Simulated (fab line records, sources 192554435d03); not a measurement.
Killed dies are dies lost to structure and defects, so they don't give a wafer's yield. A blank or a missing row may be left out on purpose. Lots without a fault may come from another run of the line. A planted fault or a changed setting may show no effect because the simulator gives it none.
Which tool did it? | flow n5_finfet | 11 lots, 33 wafers sampled, at 2 steps of a route of 1938

WHAT THE GAUGES READ, wafer by wafer
N5_PASSIVATION_OVL_MEAS_60.
lot  | measured     | on         | TV_OVL (nm)
L419 | day 11 21:23 | overlay-01 | 0 4 -13
L420 | day 12 12:34 | overlay-02 | 3 7 -1
L421 | day 12 12:43 | overlay-01 | -11 0 -3
L422 | day 12 15:47 | overlay-02 | -7 -2 -9
L423 | day 13 00:02 | overlay-02 | -13 -10 -17
L424 | day 13 04:08 | overlay-01 | 14 0 8
L427 | day 13 11:29 | overlay-01 | -4 -4 -5
L437 | day 17 01:08 | overlay-01 | 4 6 -1
L436 | day 17 02:11 | overlay-01 | 3 -6 -4
L438 | day 17 05:54 | overlay-01 | -1 -6 5
L439 | day 18 01:19 | overlay-01 | 3 -8 0

WHICH TOOL RAN EACH LOT (tool, then ch and the chambers of the sampled wafers, then the start)
lot  | N5_BEOL_M11_ETCH_65
L419 | rie_diel-01 ch 2,3, day 10 13:41
L420 | rie_diel-03 ch 0,1, day 10 19:43
L421 | rie_diel-01 ch 0,1,3, day 10 21:20
L422 | rie_diel-01 ch 0,1,3, day 11 01:10
L423 | rie_diel-03 ch 0,1,2, day 11 13:22
L424 | rie_diel-01 ch 0,2,3, day 11 14:41
L427 | rie_diel-01 ch 0,2, day 12 03:19
L437 | rie_diel-03 ch 0,1,2, day 15 05:58
L436 | rie_diel-03 ch 0,2,3, day 15 06:49
L438 | rie_diel-04 ch 0,2,3, day 15 08:52
L439 | rie_diel-01 ch 0,1,3, day 16 05:46
- N5_BEOL_M11_ETCH_65: etches SiARC in CF4, target depth 39 nm, time 65 s.

THE ANSWER, worked out from the rows above alone
Rule: what is usual is taken from the lots themselves. Put in order of their means at a reading, lots are off if they are a third of the lots or fewer, leave a main group of 4 or more, and stand apart from it by a gap of 3 or more times the standard deviation of the main group's means; of several such gaps the widest counts. A main group whose means are all the same, to the digits that the tables above print for the reading, isn't used. A lot without any number at a reading at which 4 lots or more have one is off too. The other lots that the step has rows for count as sound.
No lot is off at any reading shown: from this, nothing can be told.

WHAT THE SIMULATOR HAD PUT IN
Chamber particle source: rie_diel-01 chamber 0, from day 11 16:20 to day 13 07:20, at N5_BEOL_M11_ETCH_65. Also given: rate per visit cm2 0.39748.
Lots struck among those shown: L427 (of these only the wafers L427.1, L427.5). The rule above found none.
